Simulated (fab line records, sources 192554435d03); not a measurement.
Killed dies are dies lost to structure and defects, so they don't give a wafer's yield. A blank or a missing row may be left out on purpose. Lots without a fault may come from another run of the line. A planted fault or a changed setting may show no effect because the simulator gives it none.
Chamber matching | flow n5_finfet | N5_BEOL_M1_ILD_DEP_00 on pecvd-03: 3 sister chambers
The step deposits SiOC from DEMS/O2, target thk 79 nm, time 15.3 s. 3 wafers are shown with their chamber, then 6 later ones without.

WAFERS WITH THEIR CHAMBER
wafer  | chamber | showerhead_vpp_V (V)
L609.4 | 1       | 1358
L612.1 | 2       | 1536
L612.4 | 0       | 1425

WAFERS WITHOUT THEIR CHAMBER
wafer  | showerhead_vpp_V (V)
L615.1 | 1490
L615.3 | 1423
L617.1 | 1547
L617.5 | 1445
L622.5 | 1418
L622.6 | 1519

WHICH CHAMBER EACH WENT THROUGH
wafer  | from the rows above     | in truth
L615.1 | can't be placed: 2 or 0 | 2
L615.3 | 0                       | 0
L617.1 | 2                       | 2
L617.5 | 0                       | 0
L622.5 | 0                       | 0
L622.6 | 2                       | 2
Placed correctly: 5 of 6. Can't be placed from these rows: 1 (the true chamber is among the candidates in 1). Placed wrongly: 0.
How it was worked out, from the rows above alone: a wafer's distance from a chamber is the root of the sum, over the readings, of the square of ((its reading less the chamber's mean) divided by the reading's scatter). The wafer belongs to the nearest chamber; if the next one is less than 2 further off, it can't be placed. A chamber's mean is the mean of its shown wafers. The scatter: with one shown wafer a chamber, the root of the mean of the squares of how far each hidden wafer lies from its nearest shown one.
